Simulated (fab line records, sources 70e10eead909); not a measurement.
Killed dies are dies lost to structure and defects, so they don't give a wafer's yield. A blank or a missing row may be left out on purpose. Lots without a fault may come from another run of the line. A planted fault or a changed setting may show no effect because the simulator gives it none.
A struck lot beside a sound one | flow nand_harc | 14 steps out of a route of 1159
Sound: wafers L764.1, L764.5, L764.6. Struck: wafers L762.1, L762.2. The cause comes at the end.
At each step with rows: each side's tool, then ch and its chambers, then its first start. Under that, the readings that differ: sound wafers | struck wafers | difference of the means | sigmas: that difference in standard deviations of wafers without a fault.
alike: readings whose means differ by less than 2 such deviations, and words and numbers that are the same on both sides. not compared: withheld readings, readings that some wafer has no value for, bounds like >300 that may hide the same value, and numbers for which the record gives no deviation and whose values overlap.
The two part at a step that has a row with sigmas, a row that says differs or no value, or rows on one side only. Numbers that don't overlap but have no deviation are shown without sigmas and don't part them. A reading that every wafer of one side lacks parts them only if that side has two wafers or more.

first, 2 steps without rows for these wafers: NHARC_A_SOURCE_PLATE_SRD_01; NHARC_A_SOURCE_PLATE_OXIDE_02 (material SiO2, target thk 10 nm, ox time 1362 s).
NHARC_A_SOURCE_PLATE_THK_MEAS_09: measures by ellipsometry.
  sound on film_metro-01, day 11 12:02; struck on film_metro-02, day 11 00:49
  alike: thk_nm
then, 3 steps without rows for these wafers: NHARC_A_SOURCE_PLATE_PVD_04 (deposits WSi2, target thk 50 nm); NHARC_A_SOURCE_PLATE_CVD_03 (deposits poly-Si, target thk 200 nm, time 4000 s); NHARC_A_SOURCE_PLATE_ANNEAL_05 (time 1800 s).
NHARC_A_SOURCE_PLATE_THK_MEAS_06: measures by ellipsometry.
  sound on film_metro-02, day 12 01:13; struck on film_metro-02, day 11 14:01
  alike: thk_nm
NHARC_A_SOURCE_PLATE_INSPECT_08:
  sound on defect_inspect-01, day 12 01:16; struck on defect_inspect-02, day 11 14:04
  alike: raw_defect_count
then, 1 step without rows for these wafers: NHARC_A_ONON_D1_DEP_00 (target thk 1000 nm).
NHARC_A_ONON_D1_THK_MEAS_02: measures by ellipsometry.
  sound on film_metro-02, day 12 01:50; struck on film_metro-02, day 11 14:39
  alike: thk_nm
NHARC_A_ONON_D1_DEP_03: target thk 1000 nm.
  sound on pecvd_onon-04 ch 0, day 12 01:56; struck on pecvd_onon-03 ch 0, day 11 14:42
  alike: n2o_flow_sccm
NHARC_A_ONON_D1_THK_MEAS_05: measures by ellipsometry.
  sound on film_metro-01, day 12 02:26; struck on film_metro-01, day 11 15:13
  reading     | sound       | struck    | difference | sigmas
  thk_nm (nm) | 988 989 988 | 1537 1536 | +548       | +69
then, 1 step without rows for these wafers: NHARC_A_ONON_D1_DEP_06 (target thk 1000 nm).
-- the record jumps here: 12 days lie between the struck wafers' starts before and after (it left off in module A_ONON_D1 and takes up again in module END, whose first step shown is number 1159 of the route) --
NHARC_END_SORT_01:
  the record has rows for the struck wafers here (prober-02 ch 0, day 23 04:37) and none for the sound ones

WHERE THEY PART
First at NHARC_A_ONON_D1_THK_MEAS_05; last, within this record, at NHARC_END_SORT_01.

WHY: what the simulator had put in
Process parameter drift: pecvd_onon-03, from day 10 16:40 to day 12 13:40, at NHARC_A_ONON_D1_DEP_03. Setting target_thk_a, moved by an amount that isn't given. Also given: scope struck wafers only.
